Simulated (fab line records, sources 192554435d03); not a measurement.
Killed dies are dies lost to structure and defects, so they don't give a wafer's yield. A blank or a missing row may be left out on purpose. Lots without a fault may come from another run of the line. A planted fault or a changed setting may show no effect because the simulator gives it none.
fab line records | flow n5_finfet | part 2 of 2: steps 23 to 29 of 29
record lots=5 wafers=15 last_day=18
route steps=1938 shown ILD0@338 SDB@347
lots that met no fault: from a run of the same line without faults
start_h: hours from the record's first day to the start of the lot's first wafer shown | wait_h: hours since the lot's step before | " the same as in the row above | L1.1+2: a row that stands for several wafers | - no value, or no start given | * or withheld: withheld | < > ~ a bound
route shown NAME@n: a module of which the file shows steps, and the number in the route of the first | usual: mean/standard deviation of fault-free wafers | same: alike in all rows | chamber/n: place in a boat | sites: the reading at each site | _std_site: their standard deviation | _edge_site: outer sites' mean less inner sites' | radius_mm: how far each site lies from the wafer's centre | mask NAME#n: copy n | behind: the tool/chamber that last shaped the wafer | hold: why the lot was held/for how many hours/how that ended | device: the transistor (n, p or np) that didn't switch | end of line: the same wafers' tests at the end of the route | a step without rows: its recipe alone | killed: dies lost to structure and defects at the first sort, not the wafer's yield | map: a wafer's dies, x killed, . not, _ none there
set.NAME: the setting as run; set.NAME@STEP: as run at that earlier step | model.NAME: the simulator's own value behind a step, which no gauge read
lots at some steps of the route; a table a step, a row a wafer
services: from which hour (start_h, from the record's first day; less than 0 if before it) a tool's chamber was out of use, for how many hours, and why
## steps
# step N5_SDB_ETCH_17
# recipe chemistry=CF4 target=SiARC target_depth_a=234 mask_material=CAR-ArF time_s=39 ion_energy_ev=80 pressure_mtorr=40 source_w=545 bias_w=36 Ar_flow_sccm=100 cf4_flow_sccm=100 ends=cleared
# usual drypump_motor_current_A=5.8/0.6 etch_rf_on_time_s=38.8/1.1 oes_product_au=0.69/0.077 rf_vpp_V=183.6/1 showerhead_plenum_p_Torr=2.11/0.053 throttle_valve_pct=15.54/0.3
# columns lot.wafer tool chamber start_h wait_h drypump_motor_current_A etch_rf_on_time_s oes_product_au rf_hours_counter_h rf_vpp_V showerhead_plenum_p_Torr throttle_valve_pct
L077.3 rie_diel-05 3 84.83 0.0 4.9 41.7 0.75 7 184.2 2.10 15.00
L077.5 " 2 " " 6.6 39.5 0.62 - 185.3 2.13 15.66
L077.6 " 3 " " 4.9 41.5 0.75 - 181.9 2.10 15.01
L078.2 rie_diel-05 1 91.64 0.0 6.4 37.6 0.81 20 184.0 2.11 15.41
L078.3 " 3 " " 4.9 41.3 0.76 10 182.8 2.10 15.00
L078.5 " 2 " " 6.6 39.1 0.63 - 183.4 2.13 15.68
L083.1 rie_diel-02 1 118.20 0.0 5.5 39.3 0.79 10 183.6 2.11 15.07
L083.3 " 3 " " 5.9 38.8 0.62 198 184.4 2.13 15.84
L083.4 " 2 " " 6.2 38.7 0.70 70 183.8 2.09 15.60
L084.1 rie_diel-05 1 124.87 0.0 6.4 37.6 0.80 32 182.9 2.11 15.44
L084.4 " 2 " " 6.6 39.1 0.62 184 183.5 2.13 15.68
L084.5 " 2 " " 6.5 39.2 0.62 - 183.2 2.13 15.70
L096.1 rie_diel-05 0 198.80 0.0 6.0 39.0 0.65 141 182.7 2.05 15.45
L096.3 " 3 " " 4.9 41.1 0.69 51 183.6 2.09 15.11
L096.5 " 2 " " 6.6 38.8 0.61 - 183.4 2.12 15.77
# step N5_SDB_ETCH_18
# recipe chemistry=N2/H2 target=SOC target_depth_a=1000 overetch_a=200 mask_material=SiARC temp_c=40 time_s=150 ion_energy_ev=200 pressure_mtorr=30 source_w=840 bias_w=150 n2_flow_sccm=200 h2_flow_sccm=200
# usual drypump_motor_current_A=5.8/0.61 n2_flow_sccm=199.9/0.52 oes_product_au=0.72/0.079 rf_vpp_V=522.6/2.1 showerhead_plenum_p_Torr=2.50/0.068 throttle_valve_pct=17.8/0.36
# columns lot.wafer tool chamber start_h wait_h drypump_motor_current_A n2_flow_sccm oes_product_au rf_hours_counter_h rf_vpp_V showerhead_plenum_p_Torr throttle_valve_pct
L077.3 rie_diel-05 3 84.87 0.0 4.9 199.9 0.82 7 523.4 2.48 17.2
L077.5 " 2 " " 6.6 201.0 0.66 - 523.5 2.54 18.0
L077.6 " 3 " " 4.9 200.4 0.82 - 521.9 2.48 17.2
L078.2 rie_diel-05 1 91.67 0.0 6.4 199.3 0.84 20 522.1 2.48 17.4
L078.3 " 3 " " 4.9 200.3 0.81 10 521.1 2.48 17.2
L078.5 " 2 " " 6.6 199.3 0.66 - 522.4 2.54 18.0
L083.1 rie_diel-02 1 118.23 0.0 5.5 199.5 0.83 10 522.7 2.49 17.2
L083.3 " 3 " " 6.0 198.8 0.64 198 522.9 2.53 18.1
L083.4 " 2 " " 6.2 200.2 0.72 70 522.4 2.48 17.8
L084.1 rie_diel-05 1 124.91 0.0 6.4 199.7 0.81 32 523.0 2.47 17.5
L084.4 " 2 " " 6.6 200.0 0.65 184 521.8 2.54 18.0
L084.5 " 2 " " 6.6 199.3 0.65 - 523.4 2.54 18.0
L096.1 rie_diel-05 0 198.84 0.0 6.0 200.2 0.68 141 522.7 2.46 17.7
L096.3 " 3 " " 4.9 200.5 0.74 51 522.1 2.47 17.2
L096.5 " 2 " " 6.6 200.4 0.63 - 523.6 2.52 18.0
# step N5_SDB_STRIP_19
# recipe chemistry=N2/H2 temp_c=40 n2_flow_sccm=200 h2_flow_sccm=200 rf_frequency_hz=6e+07
# columns lot.wafer tool chamber start_h wait_h
L077.3+5+6 rie_diel-05 3,2,3 84.99 0.1
L078.2+3+5 rie_diel-05 1,3,2 91.80 0.1
L083.1+3+4 rie_diel-02 1,3,2 118.36 0.1
L084.1+4+5 rie_diel-05 1,2,2 125.04 0.1
L096.1+3+5 rie_diel-05 0,3,2 198.97 0.1
# step N5_SDB_STRIP_21
# recipe chemistry=CF4 resist=SiARC power_w=300 bias_power_w=75 pressure_mtorr=50 cf4_flow_sccm=150 rf_frequency_hz=6e+07
# usual drypump_motor_current_A=5.8/0.6 oes_product_au=0.79/0.088 rf_vpp_V=270.4/1.2 showerhead_plenum_p_Torr=1.76/0.044 throttle_valve_pct=13.5/0.32
# columns lot.wafer tool chamber start_h wait_h drypump_motor_current_A oes_product_au rf_hours_counter_h rf_vpp_V showerhead_plenum_p_Torr throttle_valve_pct
L077.3 rie_diel-05 3 85.00 0.0 4.9 0.91 7 270.3 1.75 12.9
L077.5 " 2 " " 6.6 0.73 - 270.5 1.79 13.7
L077.6 " 3 " " 4.9 0.91 - 270.5 1.75 12.9
L078.2 rie_diel-05 1 91.81 0.0 6.3 0.93 20 270.5 1.77 13.4
L078.3 " 3 " " 4.9 0.90 10 268.4 1.75 12.9
L078.5 " 2 " " 6.6 0.73 - 270.9 1.79 13.7
L083.1 rie_diel-02 1 118.37 0.0 5.5 0.92 10 270.4 1.77 13.0
L083.3 " 3 " " 5.9 0.71 198 269.0 1.79 13.8
L083.4 " 2 " " 6.2 0.80 70 270.7 1.75 13.5
L084.1 rie_diel-05 1 125.05 0.0 6.3 0.90 32 270.1 1.76 13.4
L084.4 " 2 " " 6.6 0.72 184 271.5 1.79 13.7
L084.5 " 2 " " 6.6 0.72 - 271.8 1.79 13.7
L096.1 rie_diel-05 0 198.98 0.0 6.0 0.75 141 270.1 1.72 13.5
L096.3 " 3 " " 4.9 0.82 51 270.4 1.74 13.0
L096.5 " 2 " " 6.6 0.70 - 270.8 1.78 13.8
# step N5_SDB_HM_OPEN_20
# recipe chemistry=CH3F/O2 target=SiNx mask_material=SOC target_depth_a=240 stop_on=poly-Si over_etch_frac=0.4 ion_energy_ev=120 pressure_mtorr=30 source_w=395 bias_w=73 Ar_flow_sccm=150 CH3F_flow_sccm=30 O2_flow_sccm=20
# usual drypump_motor_current_A=5.8/0.61 oes_product_au=0.66/0.073 rf_vpp_V=295/5.1 showerhead_plenum_p_Torr=1.97/0.052 throttle_valve_pct=16.28/0.28
# columns lot.wafer tool chamber start_h wait_h drypump_motor_current_A oes_product_au rf_hours_counter_h rf_vpp_V showerhead_plenum_p_Torr throttle_valve_pct
L077.3 rie_diel-05 3 85.02 0.0 4.9 0.74 7 293 1.98 15.83
L077.5 " 2 " " 6.6 0.61 - 305 1.99 16.34
L077.6 " 3 " " 4.9 0.76 - 294 1.98 15.83
L078.2 rie_diel-05 1 91.83 0.0 6.4 0.76 20 299 1.97 16.14
L078.3 " 3 " " 4.9 0.75 10 294 1.97 15.86
L078.5 " 2 " " 6.6 0.61 - 304 1.99 16.34
L083.1 rie_diel-02 1 118.39 0.0 5.5 0.76 10 294 1.96 15.78
L083.3 " 3 " " 6.0 0.59 198 300 1.99 16.57
L083.4 " 2 " " 6.2 0.67 70 288 1.96 16.36
L084.1 rie_diel-05 1 125.07 0.0 6.4 0.75 32 300 1.96 16.17
L084.4 " 2 " " 6.6 0.60 184 302 1.98 16.38
L084.5 " 2 " " 6.6 0.60 - 304 1.98 16.38
L096.1 rie_diel-05 0 199.00 0.0 6.0 0.62 141 291 1.91 16.20
L096.3 " 3 " " 4.9 0.68 51 296 1.96 15.94
L096.5 " 2 " " 6.6 0.59 - 304 1.97 16.43
# step N5_SDB_STRIP_22
# recipe chemistry=N2/H2 power_w=1000 temp_c=250 h2_frac=0.65 overash_fraction=0.3 pressure_mtorr=withheld n2_flow_sccm=1750 h2_flow_sccm=3250
# usual drypump_motor_current_A=5.6/0.34 heater_power_w=342/24 n2_flow_sccm=1751/4.8 oes_product_au=0.715/0.0051 strip_time_to_endpoint_s=96.2/0.45
# columns lot.wafer tool chamber start_h wait_h drypump_motor_current_A heater_power_w n2_flow_sccm oes_product_au rf_hours_counter_h strip_time_to_endpoint_s
L077.3 plasma_asher-02 1 85.15 0.1 5.1 314 1749 0.715 - 96.1
L077.5 " 0 " " 5.8 342 1752 0.714 - 95.6
L077.6 " 1 " " 5.1 312 1751 0.704 - 96.4
L078.2 plasma_asher-01 0 91.91 0.1 6.0 373 1753 0.716 41 96.1
L078.3 " 1 " " 5.5 361 1750 0.722 - 96.7
L078.5 " 1 " " 5.6 363 1753 0.715 - 96.3
L083.1 plasma_asher-01 0 118.47 0.1 5.9 376 1758 0.711 47 95.8
L083.3 " 1 " " 5.5 354 1750 0.723 - 95.8
L083.4 " 0 " " 5.9 372 1756 0.717 - 95.6
L084.1 plasma_asher-01 0 125.15 0.1 6.0 376 1752 0.716 48 95.4
L084.4 " 0 " " 6.0 370 1753 0.714 - 96.3
L084.5 " 1 " " 5.6 355 1750 0.711 - 96.0
L096.1 plasma_asher-02 1 199.51 0.5 5.0 318 1754 0.712 113 95.8
L096.3 " 1 " " 5.1 313 1755 0.717 - 96.1
L096.5 " 0 " " 5.8 331 1748 0.718 - 96.1
# step N5_SDB_PRECLEAN_23
# recipe chemistry=dHF time_s=30 temp_c=25 dilution=withheld
# columns lot.wafer tool chamber start_h wait_h
L077.3+5+6 wet_bench-04 0,1,2 85.25 0.1
L078.2+3+5 wet_bench-01 4,1,0 92.06 0.1
L083.1+3+4 wet_bench-01 3,5,1 118.62 0.1
L084.1+4+5 wet_bench-01 1,6,3 125.30 0.1
L096.1+3+5 wet_bench-05 4,5,6 199.65 0.1
## services
# columns tool chamber start_h hours kind
arfi_scanner-02 - 67.32 4.9 pm
arfi_scanner-02 - 77.11 1.0 pm
arfi_scanner-02 - 78.11 1.3 pm
ald_sin-02 2 81.06 5.4 repair
ald_sin-02 - 86.44 14.0 pm
plasma_asher-02 - 88.29 2.8 pm
arfi_scanner-01 - 99.96 0.8 pm
cmp-04 - 100.00 1.4 repair
arfi_scanner-01 - 108.60 1.3 pm
arfi_scanner-01 - 113.93 1.3 repair
rie_diel-02 0 126.72 16.1 repair
arfi_scanner-01 - 133.83 1.0 pm
cmp-04 - 145.63 1.0 repair
arfi_scanner-01 - 147.91 6.0 pm
pecvd-03 - 148.09 0.9 repair
cmp-04 - 154.06 1.0 repair
pecvd-04 2 157.25 1.7 repair
rie_diel-05 1 162.15 36.3 repair
arfi_scanner-01 - 168.68 4.7 repair
ald_sin-03 - 178.35 14.0 pm
arfi_scanner-01 - 183.17 4.9 pm
plasma_asher-01 - 191.35 14.6 pm
cmp-04 - 191.97 1.2 repair
rie_diel-02 1 198.27 1.6 repair
